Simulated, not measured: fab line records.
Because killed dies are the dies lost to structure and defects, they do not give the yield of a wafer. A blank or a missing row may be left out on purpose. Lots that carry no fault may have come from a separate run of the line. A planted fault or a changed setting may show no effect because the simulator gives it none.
fab line records ; flow n5-finfet
[record] lots = 4; wafers = 12; last-day = 17
route steps=1938 shown BEOL_M13@1684 BEOL_M14@1716 BEOL_M15@1830 PASSIVATION@1936
lots with no fault: from the same line, run without faults
start-h: start of the lot's first displayed wafer, in hours after the record's first day ; wait-h: hours since the lot's step before ; " identical to the entry in the row above ; L1.1+2: a single row standing in for several wafers ; - no value present, or no start provided ; * or withheld: withheld ; < > ~ a bound
route shown NAME@n: a module of which the file shows steps, and the number in the route of the first ; usual: mean/standard deviation taken from wafers without a fault ; same: alike in all rows ; chamber/n: place in a boat ; sites: readings site by site ; _std_site: standard deviation across them ; _edge_site: mean of outer sites minus mean of inner sites ; radius-mm: how far each site lies from the wafer's centre ; mask NAME#n: copy n ; behind: tool/chamber where the wafer was last shaped ; hold: the reason the lot was held/the length of the hold in hours/how it ended ; device: names the non-switching transistor (n, p or np) ; end of line: at the end of the route, the tests of the same wafers ; for a step that has no rows: nothing shown but its recipe ; killed: not the wafer's yield, but the dies lost to structure and defects at the first sort ; map: a wafer's dies, x killed, . not, _ none there
set.NAME: the run value of the setting; set.NAME@STEP: its run value at that earlier step ; model.NAME: the simulator's own value behind a step, which no gauge read
certain route steps with their lots: each step a table, each wafer a row
services: a tool's chamber out of use, with start hour (start-h, from the record's first day; less than 0 if before it), hours out, and reason
[[steps]]
[step N5_BEOL_M13_SOFTBAKE_23]
[recipe] temp-c = 130; time-s = 60
[step N5_BEOL_M13_EXPOSE_25]
[recipe] mask-id = M13; na = 0.93; source-shape = conventional; sigma-outer = 0.4; polarization = unpolarized; target-cd-nm = 210; dose-mj = 22
[step N5_BEOL_M13_PEB_26]
[recipe] peb-temp-c = 130; peb-time-s = 90
[step N5_BEOL_M13_DEVELOP_27]
[recipe] develop-time-s = 45; rinse-liquid = diw; dry = air-spin; dev-temp-c = 21
[step N5_BEOL_M13_HARDBAKE_32]
[recipe] temp-c = 130; time-s = 120
[step N5_BEOL_M13_DESCUM_33]
[recipe] chemistry = O2; time-s = 7.9; source-power-w = 50; bias-power-w = 20; pressure-mtorr = 20; rf-frequency-hz = 2.712e+07; temp-c = 40; o2-flow-sccm = 225
[step N5_BEOL_M13_ETCH_67]
[recipe] chemistry = CF4; target = SiARC; target-depth-a = 1430; time-s = 238.3; ion-energy-ev = 80; pressure-mtorr = 40; source-w = 545; bias-w = 36; Ar_flow_sccm = 100; cf4-flow-sccm = 100; ends = cleared
[step N5_BEOL_M13_ETCH_68]
[recipe] chemistry = N2/H2; target = SOC; mask-material = SiARC; source-w = 3000; bias-w = 350; temp-c = 40; time-s = 355; ion-energy-ev = 200; pressure-mtorr = 30; n2-flow-sccm = 200; h2-flow-sccm = 200
[step N5_BEOL_M13_STRIP_69]
[recipe] chemistry = N2/H2; temp-c = 40; n2-flow-sccm = 200; h2-flow-sccm = 200; rf-frequency-hz = 6e+07
[step N5_BEOL_M13_TRENCH_ETCH_34]
[recipe] chemistry = C4F8/O2/Ar; target = SiOC; target-depth-a = 4134.7; mask-material = SOC; pressure-mtorr = 30; source-w = 3000; bias-w = 700; Ar_flow_sccm = 400; C4F8_flow_sccm = 15; O2_flow_sccm = 8; he-inner-torr = 15; he-outer-torr = 30; time-s = 162.6; ion-energy-ev = 250
[usual] chamber-pressure-mTorr = 30.000/0.025; drypump-motor-current-A = 5.7/0.44; he-outer-torr = 30.01/0.057; oes-product-au = 0.77/0.095; rf-vpp-V = 665/3.4; showerhead-plenum-p-Torr = 3.38/0.11; throttle-valve-pct = 24.25/0.27
lot.wafer;tool;chamber;start-h;wait-h;chamber-pressure-mTorr;drypump-motor-current-A;he-outer-torr;oes-product-au;rf-hours-counter-h;rf-vpp-V;showerhead-plenum-p-Torr;throttle-valve-pct;model.etch.depth-nm
L555.2;rie-diel-03;0;344.53;0.0;30.030;5.4;29.98;0.69;243;669;3.49;24.48;406
L555.3;rie-diel-03;1;344.53;0.0;30.017;5.0;29.94;0.91;24;664;3.35;24.43;427
L555.5;rie-diel-03;1;344.53;0.0;30.011;5.1;30.00;0.92;-;664;3.35;24.43;428.4
L557.2;rie-diel-03;2;356.83;0.0;29.983;5.9;29.99;0.88;51;663;3.28;24.20;585.7
L557.4;rie-diel-03;0;356.83;0.0;29.987;5.4;29.97;0.69;247;669;3.49;24.48;403.7
L557.5;rie-diel-03;3;356.83;0.0;29.951;5.2;30.02;0.71;-;661;3.26;24.43;399.7
L560.3;rie-diel-01;0;368.85;0.0;29.980;6.4;30.03;0.69;236;665;3.35;23.94;402.6
L560.4;rie-diel-01;2;368.85;0.0;30.007;6.1;29.94;0.69;219;668;3.49;23.83;401.4
L560.6;rie-diel-01;3;368.85;0.0;30.027;6.1;30.02;0.94;-;673;3.62;24.47;407.6
L559.1;rie-diel-03;1;371.01;0.0;29.953;5.1;29.99;0.89;35;664;3.35;24.43;424.1
L559.2;rie-diel-03;3;371.01;0.0;30.019;5.2;30.03;0.70;213;660;3.25;24.43;564.3
L559.6;rie-diel-03;2;371.01;0.0;30.059;5.9;29.98;0.87;-;664;3.28;24.22;419.4
[step N5_BEOL_M13_STRIP_70]
[recipe] chemistry = C4F8/O2/Ar; resist = SiARC; rf-frequency-hz = 6e+07
[step N5_BEOL_M13_OCD_MEAS_35]
[usual] trench-depth-nm = 410/9.9
lot.wafer;tool;chamber;start-h;wait-h;trench-depth-nm
L555.2;ocd-01;-;344.71;0.0;406
L555.3;ocd-01;-;344.71;0.0;427
L555.5;ocd-01;-;344.71;0.0;428
L557.2;ocd-01;-;357.00;0.0;586
L557.4;ocd-01;-;357.00;0.0;404
L557.5;ocd-01;-;357.00;0.0;400
L560.3;ocd-02;-;369.03;0.0;403
L560.4;ocd-02;-;369.03;0.0;401
L560.6;ocd-02;-;369.03;0.0;407
L559.1;ocd-01;-;371.18;0.0;424
L559.2;ocd-01;-;371.18;0.0;564
L559.6;ocd-01;-;371.18;0.0;419
[step N5_BEOL_M13_STRIP_37]
[recipe] chemistry = N2/H2; power-w = 1000; temp-c = 250; h2-frac = 0.65; overash-fraction = 0.3; pressure-mtorr = withheld; n2-flow-sccm = 1750; h2-flow-sccm = 3250
[step N5_BEOL_M13_ETCH_38]
[recipe] chemistry = CF4/N2; target = SiCN; target-depth-a = 675; taper-deg = 2; time-s = 71.9; ion-energy-ev = 150; mask-material = SiO2; pressure-mtorr = 40; source-w = 430; bias-w = 70; Ar_flow_sccm = 100; cf4-flow-sccm = 60; n2-flow-sccm = 60
[step N5_BEOL_M13_PRECLEAN_39]
[recipe] chemistry = residue-remover; time-s = 60; temp-c = 40
[step N5_BEOL_M13_SRD_40]
[recipe] time-s = 30; temp-c = 23; rinse-liquid = diw; dry = n2-spin; spin-rpm = 1500; dry-time-s = 30
[step N5_BEOL_M13_DEGAS_41]
[recipe] ambient = vacuum; temp-c = 250; time-s = 60
[step N5_BEOL_M13_PRE_CLEAN_42]
[recipe] gas = H2/He; time-s = 30; temp-c = 250
[step N5_BEOL_M13_SPUTTER_43]
[recipe] material = TaN; target-thk-a = 150; temp-c = 50; bias-v = 168.6; power-w = 15000; chamber-pressure-pa = 0.12; time-s = 24.19
[step N5_BEOL_M13_SPUTTER_44]
[recipe] material = Ta; target-thk-a = 100; temp-c = 50; bias-v = 80; power-w = 15000; chamber-pressure-pa = 0.07; time-s = 16.13
[step N5_BEOL_M13_SPUTTER_45]
[recipe] material = Cu; target-thk-a = 800; temp-c = -20; bias-v = 60; power-w = 26000; chamber-pressure-pa = 0.13; time-s = 13.33
[step N5_BEOL_M13_ECD_47]
[recipe] material = Cu; target-thk-a = 9360
[step N5_BEOL_M13_ANNEAL_48]
[recipe] temp-c = 225; time-s = 90; ambient = N2
[step N5_BEOL_M13_CMP_49]
[recipe] stop-on = SiOC; t-overpolish-s = 17.1; down-force-psi = 1; platen-rpm = 50; clearing-platen-down-force-psi = 1.5; clearing-platen-rpm = 50; post-cmp-clean = cu-alkaline; target-thk-nm = 420; clearing-platen-pad-velocity-m-s = 0.99484; pad-velocity-m-s = 0.99484
[usual] barrier-field-endpoint-s = 30.0/0.82; motor-current-A = 6.1/0.67; overpolish-run-s = 17.098/0.0088; platen-rpm = 50.00/0.031
lot.wafer;tool;chamber;start-h;wait-h;barrier-field-endpoint-s;motor-current-A;overpolish-run-s;platen-rpm;model.Cu_of_BEOL_M13_ECD_47.thk-nm
L555.3;cmp-04;2;346.04;0.2;28.9;5.0;17.098;50.00;432.2
L555.2;cmp-04;3;346.04;0.2;29.3;6.2;17.099;49.97;410.6
L555.5;cmp-04;0;346.04;0.2;30.5;6.4;17.112;50.05;437
L557.2;cmp-04;2;361.52;0.2;29.9;5.3;17.089;50.03;590.8
L557.4;cmp-04;0;361.52;0.2;31.9;6.3;17.105;49.98;411.2
L557.5;cmp-04;2;361.52;0.2;29.2;5.4;17.108;50.04;403.6
L560.4;cmp-03;3;371.81;0.1;30.7;5.8;17.098;50.01;408.8
L560.3;cmp-03;0;371.81;0.1;29.6;5.4;17.092;49.96;408.8
L560.6;cmp-03;3;371.81;0.1;30.6;5.9;17.094;50.01;413.6
L559.1;cmp-04;2;374.73;0.3;29.5;5.2;17.099;49.97;429.2
L559.2;cmp-04;3;374.73;0.3;30.3;6.5;17.093;49.97;569.2
L559.6;cmp-04;2;374.73;0.3;30.3;5.1;17.096;50.00;424
[step N5_BEOL_M13_THK_MEAS_50]
[recipe] thk-meas-gauge = xrf; reads = Cu_of_BEOL_M13_ECD_47
[usual] M13_THK = 416/11
lot.wafer;tool;chamber;start-h;wait-h;M13_THK[nm]
L555.2;film-metro-02;-;346.26;-;409
L555.3;film-metro-02;-;346.26;-;428
L555.5;film-metro-02;-;346.26;-;434
L557.2;film-metro-01;-;361.82;-;583
L557.4;film-metro-01;-;361.82;-;405
L557.5;film-metro-01;-;361.82;-;400
L560.3;film-metro-01;-;372.10;-;408
L560.4;film-metro-01;-;372.10;-;408
L560.6;film-metro-01;-;372.10;-;414
L559.1;film-metro-02;-;374.98;-;433
L559.2;film-metro-02;-;374.98;-;575
L559.6;film-metro-02;-;374.98;-;427
[step N5_BEOL_M13_PRE_CLEAN_52]
[recipe] gas = NH3; time-s = 15; temp-c = withheld; rf-power-w = 300
[step N5_BEOL_M13_DEP_53]
[recipe] material = SiCN; target-thk-a = 500; temp-c = withheld; precursor = 3MS/NH3; pressure-torr = 3; rf-w = 675; time-s = 17.8
[step N5_BEOL_M13_RS_MEAS_54]
[recipe] thk-meas-gauge = four-point-probe; reads = Cu_of_BEOL_M13_ECD_47+Ta_of_BEOL_M13_SPUTTER_44+TaN_of_BEOL_M13_SPUTTER_43
[usual] M13_RS = 0.0454/0.0011
lot.wafer;tool;chamber;start-h;wait-h;M13_RS[ohm/sq]
L555.2;film-metro-02;-;346.39;0.1;0.0462
L555.3;film-metro-02;-;346.39;0.1;0.0437
L555.5;film-metro-02;-;346.39;0.1;0.0432
L557.2;film-metro-02;-;361.95;0.1;0.0317
L557.4;film-metro-02;-;361.95;0.1;0.0459
L557.5;film-metro-02;-;361.95;0.1;0.0469
L560.3;film-metro-01;-;372.23;0.1;0.0461
L560.4;film-metro-01;-;372.23;0.1;0.0463
L560.6;film-metro-01;-;372.23;0.1;0.0456
L559.1;film-metro-02;-;375.11;0.0;0.0440
L559.2;film-metro-02;-;375.11;0.0;0.0329
L559.6;film-metro-02;-;375.11;0.0;0.0445
[step N5_BEOL_M14_ILD_DEP_00]
[recipe] material = SiO2; target-thk-a = 11193; temp-c = 400; precursor = TEOS/O2; pressure-torr = 6.5; rf-w = 900; teos-flow-sccm = 161.4; gas = O2; flow-sccm = 2650; time-s = 237.4
[step N5_BEOL_M14_COAT_58]
[recipe] resist = BARC; temp-c = 205; time-s = 60; spin-rpm = 1500; resist-thk-nm = 89
[step N5_BEOL_M14_COAT_04]
[recipe] spin-rpm = 1704; resist-thk-nm = 800
[step N5_BEOL_M14_EBR_06]
[recipe] solvent = PGMEA; ebr-width-mm = 1.5
[step N5_BEOL_M14_SOFTBAKE_05]
[recipe] temp-c = 130; time-s = 60
[step N5_BEOL_M14_EXPOSE_07]
[recipe] mask-id = V13; na = 0.8; source-shape = annular; sigma-inner = 0.5; sigma-outer = 0.8; polarization = unpolarized; attpsm-phase-deg = 180; dose-mj = 57
[step N5_BEOL_M14_PEB_08]
[recipe] peb-temp-c = 130; peb-time-s = 90
[step N5_BEOL_M14_DEVELOP_09]
[recipe] develop-time-s = 45; rinse-liquid = diw; dry = air-spin; dev-temp-c = 21
[step N5_BEOL_M14_HARDBAKE_14]
[recipe] temp-c = 130; time-s = 120
[step N5_BEOL_M15_RC_MEAS_101]
[usual] etest-temp-c = 25.02/0.11; COMB_M10 = 1.5e-11/3.1e-12; COMB_M11 = 1.44e-11/2.9e-12; COMB_M12 = 6.5e-12/1.2e-12; COMB_M14 = 3.9e-12/7.5e-13; COMB_M15 = 2.8e-12/5.7e-13; COMB_M5 = 3.8e-11/8.1e-12; COMB_M6 = 2.8e-11/5e-12; COMB_M7 = 2.6e-11/5.2e-12; COMB_M8 = 2.6e-11/5.8e-12; COMB_M9 = 1.5e-11/3.1e-12; SERP_M10 = 3.12/0.087; SERP_M11 = 3.11/0.1; SERP_M12 = 0.635/0.017; SERP_M13 = 0.311/0.0094; SERP_M13_max_site = 0.314/0.0095; SERP_M14 = 0.160/0.0042; SERP_M5 = 39.7/2.3; SERP_M6 = 13.7/0.66; SERP_M7 = 14.1/0.85; SERP_M8 = 14.1/0.72; SERP_M8_max_site = 14.7/0.81; SERP_M9 = 3.07/0.11
lot.wafer;tool;chamber;start-h;wait-h;etest-temp-c;COMB_M10[S/m];COMB_M11[S/m];COMB_M12[S/m];COMB_M14[S/m];COMB_M15[S/m];COMB_M5[S/m];COMB_M6[S/m];COMB_M7[S/m];COMB_M8[S/m];COMB_M9[S/m];SERP_M10[ohm/um];SERP_M11[ohm/um];SERP_M12[ohm/um];SERP_M13[ohm/um];SERP_M13_max_site[ohm/um];SERP_M14[ohm/um];SERP_M5[ohm/um];SERP_M6[ohm/um];SERP_M7[ohm/um];SERP_M8[ohm/um];SERP_M8_max_site[ohm/um];SERP_M9[ohm/um]
L555.2;prober-02;0;358.16;0.2;24.75;1.3e-11;1.38e-11;7.5e-12;4.1e-12;4e-12;4e-11;3.1e-11;3.2e-11;2.9e-11;1.6e-11;2.97;3.11;0.655;0.309;0.314;0.165;38.4;13.2;13.1;15.0;16.9;3.13
L555.3;prober-02;0;358.16;0.2;24.88;1.9e-11;1.28e-11;6.9e-12;3.1e-12;3.1e-12;3.6e-11;4.4e-11;2.8e-11;2.1e-11;1e-11;3.20;3.08;0.639;0.295;0.298;0.162;40.7;11.7;14.2;14.9;15.3;3.05
L555.5;prober-02;0;358.16;0.2;24.95;1.9e-11;1.41e-11;8.7e-12;3.9e-12;3.4e-12;2.9e-11;3.5e-11;2.9e-11;2.6e-11;1.2e-11;3.16;3.10;0.647;0.299;0.302;0.157;42.1;12.6;14.8;15.2;15.6;3.00
L557.2;prober-02;0;373.12;0.2;24.86;1.5e-11;1.16e-11;5.9e-12;3.1e-12;3.5e-12;4.4e-11;2.5e-11;2e-11;3.2e-11;1.8e-11;2.97;3.26;0.641;0.212;0.214;0.160;40.6;12.5;14.2;13.9;15.8;2.83
L557.4;prober-02;0;373.12;0.2;24.90;1.6e-11;1.5e-11;7.1e-12;4e-12;2.8e-12;4.2e-11;3.3e-11;2.6e-11;2.6e-11;1.2e-11;3.10;3.27;0.609;0.309;0.312;0.160;42.9;13.6;13.5;13.4;14.4;3.25
L557.5;prober-02;0;373.12;0.2;24.91;1.4e-11;1.47e-11;7.3e-12;3.8e-12;2.5e-12;3.9e-11;2.5e-11;2.3e-11;3.1e-11;1.5e-11;3.07;3.18;0.606;0.319;0.322;0.161;39.1;13.5;13.8;13.2;13.9;2.93
L560.3;prober-02;0;385.27;0.3;25.14;1.8e-11;1.36e-11;5.6e-12;4e-12;2.5e-12;4.9e-11;3.4e-11;2.8e-11;2.8e-11;1.1e-11;3.11;3.04;0.632;0.319;0.321;0.158;41.7;15.2;13.5;13.9;14.4;3.26
L560.4;prober-02;0;385.27;0.3;25.14;1.8e-11;1.09e-11;6.3e-12;4.3e-12;3.1e-12;4.2e-11;3.2e-11;1.9e-11;4.3e-11;1.1e-11;3.19;3.02;0.619;0.318;0.320;0.161;34.1;13.0;13.9;13.4;14.0;2.93
L560.6;prober-02;0;385.27;0.3;25.10;1.3e-11;1.12e-11;6.8e-12;4.5e-12;3.2e-12;3.9e-11;2.8e-11;2.1e-11;2.8e-11;1.1e-11;3.25;3.08;0.639;0.315;0.316;0.157;40.8;13.2;13.7;12.8;13.1;3.21
L559.1;prober-02;0;391.30;0.0;25.00;1.4e-11;1.2e-11;8.6e-12;4.5e-12;3.4e-12;4.3e-11;3.1e-11;2.7e-11;2.4e-11;1.4e-11;2.95;3.22;0.625;0.293;0.296;0.156;40.5;12.7;15.1;14.1;14.6;3.03
L559.2;prober-02;0;391.30;0.0;24.94;1.5e-11;1.27e-11;1.04e-11;4e-12;2.6e-12;4.5e-11;2.6e-11;3.1e-11;1.8e-11;1e-11;3.15;3.10;0.633;0.222;0.224;0.165;41.6;14.3;14.4;15.2;15.4;2.98
L559.6;prober-02;0;391.30;0.0;25.04;1.3e-11;1.72e-11;6.8e-12;3.1e-12;3.7e-12;3.9e-11;2.2e-11;3.7e-11;2e-11;1.1e-11;3.11;3.16;0.640;0.305;0.308;0.162;39.6;13.1;12.8;14.0;14.4;2.98
// sites SERP_M13 radius-mm=0,75,75,75,75,140,140,140,140
L555.2 0.310 0.313 0.308 0.314 0.310 0.306 0.307 0.309 0.307
L557.2 0.209 0.212 0.212 0.213 0.212 0.214 0.211 0.211 0.212
L560.3 0.318 0.318 0.320 0.315 0.319 0.319 0.321 0.319 0.320
L559.1 0.295 0.291 0.295 0.290 0.292 0.293 0.292 0.296 0.294
[step N5_PASSIVATION_PROBE_49]
[usual] defect-limited-yield = 91.3/1.4; killed_at_M0_to_M3 = 33/9.9; killed_at_M4_up = 15/5.6; killed-at-contacts = 13/5.7; killed-at-front-end = 38/12; killed-at-other = 4/3.1; killed-dies = 103/17; killed-open = 66/13; killed-short = 32/7.8; sort_bin_5_function = 5.1/0.95; sort_bin_6_memory = 3.2/0.68; sort-n-pass = 1077/17; sort-yield-pct = 91.3/1.5
[same] gross-dies = 1180; killed-at-back-side = 0; sort_bin_4_leakage[%] = 0; sort_bin_8_speed[%] = 0
lot.wafer;tool;chamber;start-h;wait-h;defect-limited-yield[%];killed_at_M0_to_M3;killed_at_M4_up;killed-at-contacts;killed-at-front-end;killed-at-other;killed-dies;killed-open;killed-short;sort_bin_5_function[%];sort_bin_6_memory[%];sort-n-pass;sort-yield-pct[%]
L557.2;prober-01;-;389.09;0.1;90.1;54;12;11;31;9;117;64;47;4.7;5.1;1063;90.1
// killed by level:class
L557.2 BEOL_M3:geometric-particle:open=16 BEOL_M0_SAQP:geometric-particle:short=8 BEOL_M0_SAQP:geometric-particle:open=8 BEOL_M2:geometric-particle:open=7 MOL_CONTACT_COAG:geometric-particle:open=6 GATE_CUT:geometric-particle:short=5 BEOL_M6:geometric-particle:open=5 STARTING-WAFER:geometric-particle:short=5
[[services]]
tool;chamber;start-h;hours;kind
rie-diel-01;3;344.62;-;clean
rie-diel-01;3;344.62;-;consumable-replace:focus-ring
rie-diel-01;3;344.62;-;consumable-replace:showerhead
rie-diel-01;3;344.62;16.0;scheduled-down
rie-diel-01;3;344.62;16.0;vent-cycle
rie-diel-01;-;347.50;0.1;repair
rie-diel-03;0;365.55;-;clean
rie-diel-03;0;365.55;-;consumable-replace:focus-ring
rie-diel-03;0;365.55;18.1;scheduled-down
rie-diel-03;0;365.55;18.1;vent-cycle
[[key]]
[first-sign] step = N5_BEOL_M13_OCD_MEAS_35; reading = trench-depth-nm; direction = up; sigmas = 17; usual = 410; struck = 575
[effect] step = N5_BEOL_M13_THK_MEAS_50; reading = M13_THK; direction = up; sigmas = 15; usual = 416; struck = 579
[effect] step = N5_BEOL_M13_RS_MEAS_54; reading = M13_RS; direction = down; sigmas = 12; usual = 0.0454; struck = 0.0323
[effect] step = N5_BEOL_M15_RC_MEAS_101; reading = SERP_M13; direction = down; sigmas = 10; usual = 0.311; struck = 0.217
[model-effect] step = N5_BEOL_M13_TRENCH_ETCH_34; value = etch.depth-nm; without = 412.1; struck = 575
[model-effect] step = N5_BEOL_M13_CMP_49; value = Cu_of_BEOL_M13_ECD_47.thk-nm; without = 417; struck = 580
met-at N5_BEOL_M13_TRENCH_ETCH_34
struck-wafers L557.2,L559.2
onset-between 344.53 356.83
[fault] kind = process-parameter-drift; tool = rie-diel-03; chamber = -; onset-h = 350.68; steps = N5_BEOL_M13_TRENCH_ETCH_34; channel = time-s; offset = *; shape = step; end-h = 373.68; scope = struck-wafers-only; acts-in = *; stated = *
